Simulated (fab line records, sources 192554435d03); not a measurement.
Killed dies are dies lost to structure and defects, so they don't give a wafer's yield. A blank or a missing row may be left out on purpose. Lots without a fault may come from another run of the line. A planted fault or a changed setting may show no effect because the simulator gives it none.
fab line records | flow n5_finfet
record lots=9 wafers=27 last_day=20
route steps=1938 shown BEOL_M1@774 BEOL_M4@1111
lots that met no fault: from a run of the same line without faults
start_h: hours from the record's first day to the start of the lot's first wafer shown | wait_h: hours since the lot's step before | " the same as in the row above | L1.1+2: a row that stands for several wafers | - no value, or no start given | * or withheld: withheld | < > ~ a bound
route shown NAME@n: a module of which the file shows steps, and the number in the route of the first | usual: mean/standard deviation of fault-free wafers | same: alike in all rows | chamber/n: place in a boat | sites: the reading at each site | _std_site: their standard deviation | _edge_site: outer sites' mean less inner sites' | radius_mm: how far each site lies from the wafer's centre | mask NAME#n: copy n | behind: the tool/chamber that last shaped the wafer | hold: why the lot was held/for how many hours/how that ended | device: the transistor (n, p or np) that didn't switch | end of line: the same wafers' tests at the end of the route | a step without rows: its recipe alone | killed: dies lost to structure and defects at the first sort, not the wafer's yield | map: a wafer's dies, x killed, . not, _ none there
set.NAME: the setting as run; set.NAME@STEP: as run at that earlier step | model.NAME: the simulator's own value behind a step, which no gauge read
steps of the route over a sample of lots; a table a step, a row a wafer
services: from which hour (start_h, from the record's first day; less than 0 if before it) a tool's chamber was out of use, for how many hours, and why
## steps
# step N5_BEOL_M1_HM_OPEN_17
# recipe chemistry=Cl2/BCl3 target_depth_a=200 overetch_a=60 target=TiN mask_material=SOC ion_energy_ev=150 pressure_mtorr=10 icp_w=1000 bias_w=126 Cl2_flow_sccm=53.25 bcl3_flow_sccm=21.75 Ar_flow_sccm=25
# usual drypump_motor_current_A=5.96/0.13 oes_product_au=0.67/0.075 throttle_valve_pct=21.96/0.23
# columns lot.wafer tool chamber start_h wait_h drypump_motor_current_A oes_product_au rf_hours_counter_h throttle_valve_pct
L808.2 rie_metal-02 1 137.68 0.0 5.80 0.68 33 21.82
L808.5 " 0 " " 6.17 0.69 - 22.35
L808.6 " 1 " " 5.82 0.67 - 21.84
L810.1 rie_metal-02 0 153.98 0.0 6.11 0.69 40 22.33
L810.3 " 0 " " 6.14 0.68 - 22.37
L810.5 " 0 " " 6.11 0.69 - 22.36
L811.1 rie_metal-01 1 160.91 0.0 5.90 0.72 16 21.79
L811.3 " 0 " " 6.06 0.55 - 21.87
L811.5 " 1 " " 5.90 0.73 - 21.77
L813.2 rie_metal-01 0 175.41 0.0 6.06 0.55 106 21.87
L813.3 " 1 " " 5.91 0.74 - 21.77
L813.5 " 1 " " 5.89 0.73 - 21.78
L817.2 rie_metal-01 1 198.45 0.0 5.92 0.74 19 21.78
L817.3 " 0 " " 6.04 0.55 - 21.86
L817.4 " 1 " " 5.95 0.73 - 21.77
L823.1 rie_metal-02 0 246.72 0.0 6.18 0.67 47 22.36
L823.2 " 1 " " 5.81 0.65 42 21.86
L823.6 " 1 " " 5.76 0.66 - 21.85
L825.1 rie_metal-02 1 251.20 0.1 5.83 0.66 42 21.83
L825.2 " 0 " " 6.19 0.67 48 22.38
L825.3 " 0 " " 6.16 0.67 - 22.36
L827.2 rie_metal-01 1 260.18 0.0 5.91 0.72 22 21.79
L827.3 " 0 " " 6.02 0.55 - 21.85
L827.6 " 1 " " 5.91 0.72 - 21.80
L828.1 rie_metal-02 0 274.39 0.0 6.16 0.66 51 22.39
L828.2 " 1 " " 5.86 0.65 45 21.85
L828.5 " 0 " " 6.18 0.66 - 22.38
# step N5_BEOL_M1_TRENCH_ETCH_37
# recipe chemistry=C4F6/O2 target_depth_a=552.07 target=SiOC time_s=29 ion_energy_ev=250 pressure_mtorr=30 source_w=355 bias_w=185 Ar_flow_sccm=300 C4F6_flow_sccm=10 O2_flow_sccm=10
# usual bias_w=185.0/0.56 drypump_motor_current_A=5.7/0.45 oes_f_703_au=0.81/0.091 oes_product_au=0.81/0.097 rf_vpp_V=664/6.2 showerhead_plenum_p_Torr=2.86/0.096 throttle_valve_pct=20.88/0.21
# columns lot.wafer tool chamber start_h wait_h bias_w drypump_motor_current_A oes_f_703_au oes_product_au rf_hours_counter_h rf_vpp_V showerhead_plenum_p_Torr throttle_valve_pct
L808.2 rie_diel-03 3 141.13 - 184.7 5.5 0.95 0.96 3 674 3.02 20.59
L808.5 " 2 " " 184.5 5.3 0.71 0.72 - 663 2.69 21.00
L808.6 " 1 " " 185.2 6.0 0.73 0.73 - 673 2.94 20.96
L810.1 rie_diel-06 0 155.50 - 184.9 5.2 0.97 0.98 4 657 2.81 20.71
L810.3 " 1 " " 185.6 5.6 0.71 0.71 206 673 2.93 21.19
L810.5 " 2 " " 185.0 6.4 0.78 0.75 - 658 2.74 20.69
L811.1 rie_diel-06 2 175.98 - 185.1 6.4 0.78 0.75 160 659 2.73 20.69
L811.3 " 3 " " 184.9 5.5 0.70 0.69 203 664 2.84 21.19
L811.5 " 0 " " 185.5 5.2 0.95 0.95 - 659 2.81 20.72
L813.2 rie_diel-03 2 184.14 - 206.5 5.3 0.71 0.72 238 724 2.69 21.02
L813.3 " 1 " " 184.8 6.0 0.73 0.72 220 670 2.93 20.98
L813.5 " 1 " " 184.7 6.1 0.72 0.72 - 672 2.93 20.98
L817.2 rie_diel-03 2 200.14 - 205.8 5.3 0.71 0.71 242 723 2.69 21.04
L817.3 " 0 " " 184.8 4.7 0.82 0.83 46 663 2.80 20.70
L817.4 " 1 " " 184.2 6.1 0.73 0.72 224 672 2.93 20.99
L823.1 rie_diel-03 0 255.74 - 184.2 4.8 0.79 0.81 66 663 2.79 20.71
L823.2 " 2 " " 185.2 5.3 0.95 0.97 5 674 3.02 20.71
L823.6 " 1 " " 184.7 6.1 0.70 0.71 - 671 2.92 21.01
L825.1 rie_diel-02 2 267.46 - 183.7 6.1 0.73 0.73 192 666 2.95 21.00
L825.2 " 1 " " 184.9 6.3 0.87 0.88 37 663 2.91 20.70
L825.3 " 0 " " 185.2 5.6 0.89 0.87 49 656 2.79 20.79
L827.2 rie_diel-02 2 278.64 - 185.4 6.0 0.72 0.72 195 667 2.95 20.97
L827.3 " 1 " " 185.5 6.3 0.86 0.87 40 663 2.91 20.71
L827.6 " 0 " " 185.5 5.6 0.87 0.87 - 658 2.79 20.80
L828.1 rie_diel-06 0 284.67 - 185.2 5.2 0.89 0.90 37 658 2.80 20.74
L828.2 " 2 " " 184.8 6.5 0.75 0.73 185 657 2.72 20.69
L828.5 " 1 " " 185.6 5.6 0.69 0.68 - 671 2.92 21.25
# step N5_BEOL_M1_ETCH_41
# recipe chemistry=CH3F/O2 target=SiCN target_depth_a=319 taper_deg=2 time_s=57.8 ion_energy_ev=120 mask_material=TiN pressure_mtorr=30 source_w=395 bias_w=75 Ar_flow_sccm=150 CH3F_flow_sccm=30 O2_flow_sccm=20
# usual bias_w=75.01/0.21 drypump_motor_current_A=5.7/0.45 oes_product_au=0.81/0.096 rf_vpp_V=297.5/1.6 showerhead_plenum_p_Torr=2.01/0.071 throttle_valve_pct=16.32/0.24
# columns lot.wafer tool chamber start_h wait_h bias_w drypump_motor_current_A oes_product_au rf_hours_counter_h rf_vpp_V showerhead_plenum_p_Torr throttle_valve_pct
L808.2 rie_diel-03 3 - - 74.87 5.5 0.95 3 298.6 2.13 16.02
L808.5 " 2 " " 75.26 5.3 0.71 - 294.1 1.89 16.53
L808.6 " 1 " " 75.41 6.1 0.73 - 298.3 2.07 16.44
L810.1 rie_diel-06 0 - - 75.20 5.1 0.97 4 296.6 1.97 16.08
L810.3 " 1 " " 75.08 5.6 0.71 206 297.9 2.06 16.68
L810.5 " 2 " " 74.75 6.5 0.75 - 295.7 1.92 16.16
L811.1 rie_diel-06 2 - - 74.80 6.5 0.75 160 295.7 1.92 16.17
L811.3 " 3 " " 74.85 5.4 0.70 203 297.5 1.99 16.63
L811.5 " 0 " " 74.93 5.2 0.95 - 296.9 1.97 16.09
L813.2 rie_diel-03 2 - - 75.07 5.3 0.70 238 294.8 1.89 16.56
L813.3 " 1 " " 74.75 6.0 0.72 220 300.0 2.06 16.47
L813.5 " 1 " " 75.04 6.0 0.72 - 299.2 2.06 16.46
L817.2 rie_diel-03 2 - - 74.79 5.3 0.69 242 295.0 1.88 16.56
L817.3 " 0 " " 75.14 4.7 0.83 46 297.0 1.96 16.12
L817.4 " 1 " " 74.85 6.0 0.72 224 297.3 2.06 16.48
L823.1 rie_diel-03 0 - - 75.03 4.8 0.81 66 295.7 1.96 16.17
L823.2 " 2 " " 75.08 5.3 0.97 5 300.0 2.13 16.14
L823.6 " 1 " " 75.04 6.0 0.70 - 298.9 2.06 16.49
L825.1 rie_diel-02 2 - - 74.78 6.0 0.71 192 298.6 2.08 16.47
L825.2 " 1 " " 74.99 6.3 0.87 37 297.9 2.04 16.07
L825.3 " 0 " " 74.83 5.7 0.87 49 295.2 1.96 16.20
L827.2 rie_diel-02 2 - - 75.21 6.0 0.72 195 297.9 2.07 16.48
L827.3 " 1 " " 75.10 6.4 0.88 40 298.2 2.04 16.08
L827.6 " 0 " " 75.17 5.6 0.86 - 295.8 1.96 16.23
L828.1 rie_diel-06 0 - - 74.93 5.2 0.88 37 296.8 1.96 16.14
L828.2 " 2 " " 74.71 6.4 0.73 185 295.2 1.91 16.23
L828.5 " 1 " " 74.89 5.6 0.69 - 297.7 2.05 16.75
# step N5_BEOL_M1_ALD_84
# recipe material=TaN target_thk_a=* temp_c=275 ald_precursor_family=PDMAT ald_co_reactant=NH3 pressure_torr=3 carrier_flow_sccm=1500 pulse_time_s=2 purge_time_s=3 co_reactant_purge_time_s=2 co_reactant_pulse_time_s=3 ald_cycles=30 precursor_vessel_temp_c=75 precursor_vessel_pressure_torr=26.25 precursor_vessel_carrier_sccm=1000
# usual heater_power_w=416/49
# columns lot.wafer tool chamber start_h wait_h heater_power_w
L808.2 ald_metal-04 2 141.92 0.1 397
L808.5 " 1 " " 515
L808.6 " 2 " " 418
L810.1 ald_metal-03 2 156.39 0.2 408
L810.3 " 3 " " 359
L810.5 " 1 " " 367
L811.1 ald_metal-02 3 177.27 0.1 404
L811.3 " 1 " " 451
L811.5 " 3 " " 396
L813.2 ald_metal-03 3 184.93 0.0 358
L813.3 " 2 " " 415
L813.5 " 0 " " 485
L817.2 ald_metal-04 2 201.47 0.1 403
L817.3 " 0 " " 338
L817.4 " 1 " " 514
L823.1 ald_metal-04 1 256.27 0.0 506
L823.2 " 3 " " 377
L823.6 " 2 " " 419
L825.1 ald_metal-03 2 268.26 0.0 404
L825.2 " 1 " " 361
L825.3 " 3 " " 356
L827.2 ald_metal-02 3 279.26 0.1 399
L827.3 " 0 " " 443
L827.6 " 2 " " 446
L828.1 ald_metal-02 1 286.15 0.1 443
L828.2 " 0 " " 447
L828.5 " 2 " " 445
# step N5_BEOL_M4_RC_MEAS_101
# usual DIBL_N=36.6/1.3 DIBL_P=36.4/1.4 IOFF_N=0.167/0.023 IOFF_P=0.219/0.029 ION_N=678/8.7 ION_P=464/6.4 SS_N=71.5/0.53 SS_P=73.4/0.57 VT_N=248.5/2.8 VT_P=-249/3.1
# columns lot.wafer tool chamber start_h wait_h DIBL_N[mV/V] DIBL_P[mV/V] IOFF_N[nA/um] IOFF_P[nA/um] ION_N[uA/um] ION_P[uA/um] SS_N[mV/dec] SS_P[mV/dec] VT_N[mV] VT_P[mV]
L808.2 prober-02 0 193.25 0.2 35.6 34.5 0.152 0.219 676 470 71.3 73.5 247.8 -246
L808.5 " 0 " " 37.3 36.0 0.181 0.244 685 472 71.9 73.3 246.9 -247
L808.6 " 0 " " 36.9 36.0 0.180 0.244 679 468 71.7 73.9 249.0 -245
L810.1 prober-02 0 201.08 0.0 34.3 33.1 0.125 0.212 660 468 71.6 72.4 254.0 -247
L810.3 " 0 " " 35.1 33.8 0.132 0.219 673 475 71.4 72.5 253.4 -249
L810.5 " 0 " " 36.7 35.5 0.164 0.256 675 476 73.2 72.3 249.6 -245
L811.1 prober-02 0 226.52 0.0 39.2 38.2 0.191 0.240 684 465 72.3 73.7 248.0 -246
L811.3 " 0 " " 37.6 36.8 0.175 0.219 681 464 72.0 72.9 247.0 -248
L811.5 " 0 " " 38.4 37.3 0.176 0.224 684 466 72.6 73.1 248.2 -246
L813.2 prober-02 0 254.80 0.2 35.0 34.1 0.133 0.192 666 462 70.6 72.9 252.4 -249
L813.3 " 0 " " 37.0 36.9 0.166 0.239 681 471 71.8 73.5 247.1 -247
L813.5 " 0 " " 37.8 37.1 0.169 0.238 669 459 71.9 73.4 250.5 -246
L817.2 prober-02 0 290.19 0.2 35.6 34.4 0.148 0.192 673 458 70.7 73.2 250.9 -250
L817.3 " 0 " " 36.8 36.1 0.175 0.229 687 468 71.4 73.6 248.2 -248
L817.4 " 0 " " 35.9 35.5 0.152 0.214 671 464 71.7 73.0 248.8 -248
L823.1 prober-02 0 332.15 0.0 35.9 35.4 0.156 0.219 675 464 70.9 73.2 246.8 -250
L823.2 " 0 " " 35.2 35.2 0.148 0.225 681 472 70.5 73.5 249.7 -248
L823.6 " 0 " " 36.6 36.0 0.169 0.230 681 466 70.9 73.4 246.5 -248
L825.1 prober-01 0 334.52 0.0 39.3 37.6 0.193 0.207 689 461 71.7 74.3 245.8 -252
L825.2 " 0 " " 37.9 37.0 0.165 0.200 679 466 71.7 73.7 249.2 -253
L825.3 " 0 " " 37.2 36.2 0.149 0.180 672 456 71.6 73.5 252.1 -255
L828.1 prober-02 0 351.41 0.0 36.2 37.2 0.160 0.197 679 461 71.8 72.2 248.6 -252
L828.2 " 0 " " 36.1 36.6 0.153 0.182 676 457 71.3 72.6 251.2 -250
L828.5 " 0 " " 35.8 36.3 0.151 0.179 679 460 70.9 72.6 250.6 -252
L827.2 prober-01 0 358.47 0.2 38.3 39.0 0.231 0.281 704 477 71.8 74.7 242.5 -245
L827.3 " 0 " " 37.2 36.4 0.193 0.235 689 468 71.3 74.4 245.3 -249
L827.6 " 0 " " 37.2 36.5 0.188 0.234 690 468 71.6 73.3 245.2 -250
## services
# columns tool chamber start_h hours kind
rie_diel-06 2 125.76 11.1 repair
ald_metal-02 2 127.61 13.4 repair
ald_metal-02 1 137.33 14.8 repair
rie_diel-03 1 145.19 1.6 repair
ald_metal-04 - 150.60 14.6 pm
rie_diel-06 - 158.33 2.8 pm
rie_diel-06 2 163.27 9.2 repair
rie_diel-03 - 177.21 0.8 repair
rie_metal-01 1 177.48 3.6 repair
ald_metal-04 2 178.92 2.3 repair
ald_metal-02 - 179.38 14.6 pm
ald_metal-04 - 190.65 1.2 pm
rie_metal-01 - 192.91 1.4 pm
ald_metal-02 - 193.98 2.8 pm
rie_metal-02 0 207.82 1.5 repair
ald_metal-03 - 211.76 14.6 pm
rie_diel-02 2 214.00 6.4 repair
ald_metal-04 1 216.54 24.2 repair
rie_diel-02 1 219.30 40.8 repair
ald_metal-03 - 226.36 2.8 pm
rie_metal-01 - 239.29 14.6 pm
rie_diel-06 3 252.54 2.8 repair
rie_diel-03 1 260.48 6.6 repair
rie_metal-01 0 283.97 2.3 repair
## key
first_sign step=N5_BEOL_M1_TRENCH_ETCH_37 reading=bias_w direction=up sigmas=38 usual=* struck=*
effect step=N5_BEOL_M1_TRENCH_ETCH_37 reading=rf_vpp_V direction=up sigmas=9.6 usual=664 struck=723
met_at N5_BEOL_M1_TRENCH_ETCH_37
struck_lots L813,L817
struck_wafers L813.2,L817.2
not_acting_at N5_BEOL_M1_HM_OPEN_17,N5_BEOL_M1_ETCH_41,N5_BEOL_M1_ALD_84
onset_between 141.13 184.14
fault kind=process_parameter_drift tool=rie_diel-03 chamber=2 onset_h=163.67 steps=N5_BEOL_M1_TRENCH_ETCH_37 channel=bias_w offset=* shape=step end_h=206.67 acts_in=* stated=*
